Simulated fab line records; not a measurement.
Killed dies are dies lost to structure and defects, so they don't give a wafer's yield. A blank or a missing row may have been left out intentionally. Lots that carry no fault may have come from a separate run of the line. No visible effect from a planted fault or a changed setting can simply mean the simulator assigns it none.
The tool behind it: which one? -- flow nand harc -- 11 lots with 33 wafers sampled at 6 steps, on a route of 1302 steps

WHAT THE GAUGES READ, wafer by wafer
NHARC_A_ONON_D2_THK_MEAS_05: measures by ellipsometry. Usual: thk nm 1001 nm, standard deviation 10.
lot,measured,on,thk nm (nm),flag
L823,day 12 18:32,film metro-01,998 999 997,
L824,day 13 00:56,film metro-02,1003 1003 1005,
L826,day 13 23:06,film metro-02,994 994 995,
L831,day 15 09:16,film metro-01,1012 1013 1011,
L833,day 16 21:37,film metro-01,998 995 994,
L835,day 17 00:32,film metro-01,659 660 659,OFF
L838,day 18 09:53,film metro-02,651 652 655,OFF
L842,day 20 01:05,film metro-01,1002 1001 1001,
L844,day 21 09:17,film metro-01,1003 1006 1005,
L845,day 21 09:18,film metro-02,1014 1014 1014,
L846,day 22 06:10,film metro-02,989 989 987,

NHARC_END_SORT_01. Usual: killed at array 54, standard deviation 16; killed at other 0.6, standard deviation 0.86; killed at periphery 3.8, standard deviation 2.6; killed dies 58, standard deviation 16; killed open 3.3, standard deviation 1.8; killed short 2.7, standard deviation 1.7.
lot,measured,on,killed at array,killed at other,killed at periphery,killed dies,killed open,killed short,flag
L835,day 29 03:35,prober-01,676 675 670,0 0 1,1 2 6,677 677 677,1 3 5,2 2 1,OFF
L838,day 30 06:22,prober-01,674 673 671,1 0 1,2 4 5,677 677 677,2 4 4,2 2 2,OFF

TOOL THAT RAN EACH LOT (tool first, then ch and the chambers of the sampled wafers, then the start)
lot,NHARC_A_CHANNEL_HOLE_D1_ETCH_20,NHARC_A_CHANNEL_HOLE_D1_ETCH_22,NHARC_A_CHANNEL_HOLE_D1_ETCH_33,NHARC_A_ONON_D2_DEP_03
L823,"har etch-02 ch 0,1, day 8 21:10","har etch-02 ch 0,1, day 8 21:56","har etch-02 ch 0,1, day 9 01:02","pecvd onon-03 ch 0, day 12 18:01"
L824,"har etch-02 ch 0,1, day 9 07:40","har etch-02 ch 0,1, day 9 08:27","har etch-02 ch 0,1, day 9 11:30","pecvd onon-01 ch 0, day 13 00:29"
L826,"har etch-01 ch 0,1, day 10 04:19","har etch-01 ch 0,1, day 10 05:05","har etch-01 ch 0,1, day 10 08:13","pecvd onon-03 ch 0, day 13 22:35"
L831,"har etch-01 ch 0,1, day 11 12:29","har etch-01 ch 0,1, day 11 13:15","har etch-01 ch 0,1, day 11 16:22","pecvd onon-03 ch 0, day 15 08:45"
L833,"har etch-02 ch 0,1, day 12 22:53","har etch-02 ch 0,1, day 12 23:38","har etch-02 ch 0,1, day 13 02:43","pecvd onon-01 ch 0, day 16 21:10"
L835,"har etch-01 ch 0,1, day 13 06:23","har etch-01 ch 0,1, day 13 07:11","har etch-01 ch 0,1, day 13 10:15","pecvd onon-01 ch 0, day 17 00:01"
L838,"har etch-01 ch 0,1, day 14 17:21","har etch-01 ch 0,1, day 14 18:11","har etch-01 ch 0,1, day 14 21:10","pecvd onon-01 ch 0, day 18 09:29"
L842,"har etch-01 ch 0,1, day 16 05:15","har etch-01 ch 0,1, day 16 06:02","har etch-01 ch 0,1, day 16 09:05","pecvd onon-04 ch 0, day 20 00:38"
L844,"har etch-01 ch 0,1, day 17 09:58","har etch-01 ch 0,1, day 17 10:43","har etch-01 ch 0,1, day 17 13:49","pecvd onon-03 ch 0, day 21 08:47"
L845,"har etch-01 ch 0,1, day 17 14:25","har etch-01 ch 0,1, day 17 15:16","har etch-01 ch 0,1, day 17 18:15","pecvd onon-04 ch 0, day 21 08:58"
L846,"har etch-02 ch 0,1, day 18 10:43","har etch-02 ch 0,1, day 18 11:32","har etch-02 ch 0,1, day 18 14:34","pecvd onon-03 ch 0, day 22 05:39"
- NHARC_A_CHANNEL_HOLE_D1_ETCH_20: etches the open film in C4F8/O2/Ar, time 361.9 s, target depth 1600 nm.
- NHARC_A_CHANNEL_HOLE_D1_ETCH_22: etches the open film in C4F8/O2/Ar, time 666.7 s, target depth 1600 nm.
- NHARC_A_CHANNEL_HOLE_D1_ETCH_33: etches the open film in C4F8/O2/Ar, time 90 s, target depth 400 nm.
- NHARC_A_ONON_D2_DEP_03: target thk 1000 nm.

WHAT THE TOOLS THEMSELVES READ (means of the sampled wafers that have a number; where no wafer has one, the mark that the record gives instead)
NHARC_A_CHANNEL_HOLE_D1_ETCH_20. Usual: c4f8 flow sccm 89.33 sccm, standard deviation 0.28; drypump motor current A 6.0 A, standard deviation 0.62; he backside leak sccm 6.0 sccm, standard deviation 0.42; showerhead plenum p Torr 3.69 Torr, standard deviation 0.061; throttle valve pct 32.156 %, standard deviation 0.0097.
lot,tool,c4f8 flow sccm (sccm),drypump motor current A (A),he backside leak sccm (sccm),showerhead plenum p Torr (Torr),throttle valve pct (%),flag
L823,har etch-02,89.05,5.9,6.1,3.72,32.162,
L824,har etch-02,89.42,5.9,6.3,3.72,32.153,
L826,har etch-01,89.72,6.5,5.5,3.72,32.156,
L831,har etch-01,89.43,6.3,5.5,3.71,32.163,
L833,har etch-02,89.38,5.4,6.6,3.65,32.158,
L835,har etch-01,89.20,6.3,5.8,3.69,32.157,
L838,har etch-01,89.31,6.4,5.7,3.68,32.157,
L842,har etch-01,89.19,6.5,5.9,3.67,32.153,
L844,har etch-01,89.24,6.3,6.1,3.66,32.163,
L845,har etch-01,89.18,6.5,5.9,3.66,32.154,
L846,har etch-02,89.48,5.4,5.1,3.86,32.162,

NHARC_A_CHANNEL_HOLE_D1_ETCH_22. Usual: c4f8 flow sccm 89.29 sccm, standard deviation 0.27; drypump motor current A 6.0 A, standard deviation 0.63; he backside leak sccm 6.0 sccm, standard deviation 0.52; showerhead plenum p Torr 3.68 Torr, standard deviation 0.061; throttle valve pct 32.155 %, standard deviation 0.0098.
lot,tool,c4f8 flow sccm (sccm),drypump motor current A (A),he backside leak sccm (sccm),showerhead plenum p Torr (Torr),throttle valve pct (%),flag
L823,har etch-02,89.39,5.9,6.2,3.72,32.151,
L824,har etch-02,89.35,5.9,6.2,3.72,32.156,
L826,har etch-01,88.88,6.5,5.6,3.72,32.164,
L831,har etch-01,89.48,6.3,5.5,3.71,32.155,
L833,har etch-02,89.03,5.4,6.2,3.65,32.144,
L835,har etch-01,89.20,6.3,5.8,3.69,32.150,
L838,har etch-01,89.37,6.3,5.7,3.68,32.162,
L842,har etch-01,89.71,6.5,7.1,3.67,32.143,
L844,har etch-01,89.08,6.3,5.8,3.66,32.155,
L845,har etch-01,89.38,6.5,6.0,3.66,32.158,
L846,har etch-02,89.18,5.4,5.3,3.86,32.160,

NHARC_A_CHANNEL_HOLE_D1_ETCH_33. Usual: c4f8 flow sccm 41.71 sccm, standard deviation 0.12; drypump motor current A 6.0 A, standard deviation 0.63; he backside leak sccm 6.0 sccm, standard deviation 0.41; rf fwd power W 1989 W, standard deviation 6.8; showerhead plenum p Torr 3.72 Torr, standard deviation 0.063; throttle valve pct 27.619 %, standard deviation 0.0089.
lot,tool,c4f8 flow sccm (sccm),drypump motor current A (A),he backside leak sccm (sccm),rf fwd power W (W),showerhead plenum p Torr (Torr),throttle valve pct (%),flag
L823,har etch-02,41.78,5.9,6.3,1986,3.76,27.614,
L824,har etch-02,41.56,5.9,6.2,1980,3.76,27.618,
L826,har etch-01,41.59,6.5,5.6,1989,3.75,27.614,
L831,har etch-01,41.71,6.4,5.6,1990,3.75,27.620,
L833,har etch-02,41.76,5.4,6.4,1989,3.68,27.618,
L835,har etch-01,41.79,6.4,5.7,1994,3.73,27.612,
L838,har etch-01,41.60,6.3,5.8,1987,3.72,27.613,
L842,har etch-01,41.72,6.5,5.9,1986,3.71,27.620,
L844,har etch-01,41.85,6.3,5.9,1997,3.70,27.620,
L845,har etch-01,41.72,6.5,5.9,1991,3.69,27.610,
L846,har etch-02,41.59,5.4,5.5,1984,3.89,27.617,

THE ANSWER, worked out from the rows above alone
Rule: lot off if the mean of its wafers having a number is beyond 3 standard deviations from the usual mean. A lot without any number at a reading at which 4 lots or more have one is off too. Where the step has rows for the other lots, those lots are counted as sound. After the gauges, taken in route order, come the tools' own readings; for these a lot's mean is taken, as printed above. At the first step where some lot is off, the reading lying furthest off is the one used; lots without a number count as furthest.
Off: L835, L838, at NHARC_A_ONON_D2_THK_MEAS_05 (thk nm).
A tool fits if, at a process step before that reading, it ran every lot that is off, and no sound lot after the first of them. Not tried: the gauges at NHARC_A_ONON_D2_THK_MEAS_05; whatever is off there is also off at NHARC_END_SORT_01, on other tools, and gauge error can't account for it. One fits: NHARC_A_ONON_D2_DEP_03 on pecvd onon-01. Its last sound lot is L833 (day 16 21:10), its first lot that is off L835 (day 17 00:01): a fault that began between those two fits.

WHAT WAS PUT IN BY THE SIMULATOR
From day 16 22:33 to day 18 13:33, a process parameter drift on pecvd onon-01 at NHARC_A_ONON_D2_DEP_03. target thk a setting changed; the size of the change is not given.
Lots struck among those shown: L835, L838. Same finding as the rule above.
